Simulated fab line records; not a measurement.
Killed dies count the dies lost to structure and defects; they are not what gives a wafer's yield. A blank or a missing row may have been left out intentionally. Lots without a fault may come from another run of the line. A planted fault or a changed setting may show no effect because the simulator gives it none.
The tool behind it: which one? || flow nand harc || 18 wafers from 6 lots sampled at 4 of the route's 1159 steps

== WHAT EACH GAUGE READ, for each wafer ==
NHARC_THIN_TSV_THK_MEAS_02: measures by ir.
{"lot": "L111", "measured": "day 18 15:28", "on": "film metro-02", "thk nm (nm)": "2822 3333 3073"}
{"lot": "L113", "measured": "day 19 04:26", "on": "film metro-01", "thk nm (nm)": "2694 2927 3061"}
{"lot": "L115", "measured": "day 19 11:17", "on": "film metro-02", "thk nm (nm)": "3011 3073 2813"}
{"lot": "L116", "measured": "day 20 02:41", "on": "film metro-02", "thk nm (nm)": "3005 3401 2777"}
{"lot": "L119", "measured": "day 21 01:38", "on": "film metro-02", "thk nm (nm)": "3027 3049 2952"}
{"lot": "L125", "measured": "day 22 20:45", "on": "film metro-02", "thk nm (nm)": "3270 2952 3256"}

== EACH LOT AND THE TOOL THAT RAN IT (in order: tool; ch and the chambers of the sampled wafers; start) ==
{"lot": "L111", "NHARC_P_M2_ETCH_28": "rie diel-07 ch 1,2,3, day 6 20:29", "NHARC_A_BONDPAD_PVD_17": "pvd sputter-02, day 18 15:28 or earlier", "NHARC_A_BONDPAD_PVD_27": "pvd sputter-02, day 18 15:28 or earlier"}
{"lot": "L113", "NHARC_P_M2_ETCH_28": "rie diel-07 ch 0,3, day 7 04:49", "NHARC_A_BONDPAD_PVD_17": "pvd sputter-03, day 19 04:26 or earlier", "NHARC_A_BONDPAD_PVD_27": "pvd sputter-03, day 19 04:26 or earlier"}
{"lot": "L115", "NHARC_P_M2_ETCH_28": "rie diel-11 ch 1,3, day 7 10:23", "NHARC_A_BONDPAD_PVD_17": "pvd sputter-02, day 19 11:17 or earlier", "NHARC_A_BONDPAD_PVD_27": "pvd sputter-02, day 19 11:17 or earlier"}
{"lot": "L116", "NHARC_P_M2_ETCH_28": "rie diel-07 ch 0,2,3, day 7 21:27", "NHARC_A_BONDPAD_PVD_17": "pvd sputter-02, day 20 02:41 or earlier", "NHARC_A_BONDPAD_PVD_27": "pvd sputter-02, day 20 02:41 or earlier"}
{"lot": "L119", "NHARC_P_M2_ETCH_28": "rie diel-01 ch 1,2, day 8 22:01", "NHARC_A_BONDPAD_PVD_17": "pvd sputter-01, day 21 01:38 or earlier", "NHARC_A_BONDPAD_PVD_27": "pvd sputter-01, day 21 01:38 or earlier"}
{"lot": "L125", "NHARC_P_M2_ETCH_28": "rie diel-11 ch 0,1,3, day 10 09:58", "NHARC_A_BONDPAD_PVD_17": "pvd sputter-03, day 22 20:45 or earlier", "NHARC_A_BONDPAD_PVD_27": "pvd sputter-03, day 22 20:45 or earlier"}
- NHARC_P_M2_ETCH_28: etches the open film in CF4/N2, target depth 30 nm, time 72.99 s.
- NHARC_A_BONDPAD_PVD_17: deposits TaN, target thk 5 nm, time 8.06 s.
- NHARC_A_BONDPAD_PVD_27: deposits Cu, target thk 30 nm, time 20.49 s.

== THE ANSWER, worked out from the rows above alone ==
Rule: usual is defined by the lots themselves. The widest of any qualifying gaps counts: lots, ordered by their means at a reading, are off when they make up no more than a third of the lots, leave a main group of 4 or more, and stand apart from it by 3 or more times the standard deviation of that group's means. A main group whose means are all the same, to the digits that the tables above print for the reading, isn't used. A lot without any number at a reading at which 4 lots or more have one is off too. The other lots that the step has rows for count as sound.
No lot is off at any reading shown: from this, nothing can be told.

== WHAT WAS PUT IN BY THE SIMULATOR ==
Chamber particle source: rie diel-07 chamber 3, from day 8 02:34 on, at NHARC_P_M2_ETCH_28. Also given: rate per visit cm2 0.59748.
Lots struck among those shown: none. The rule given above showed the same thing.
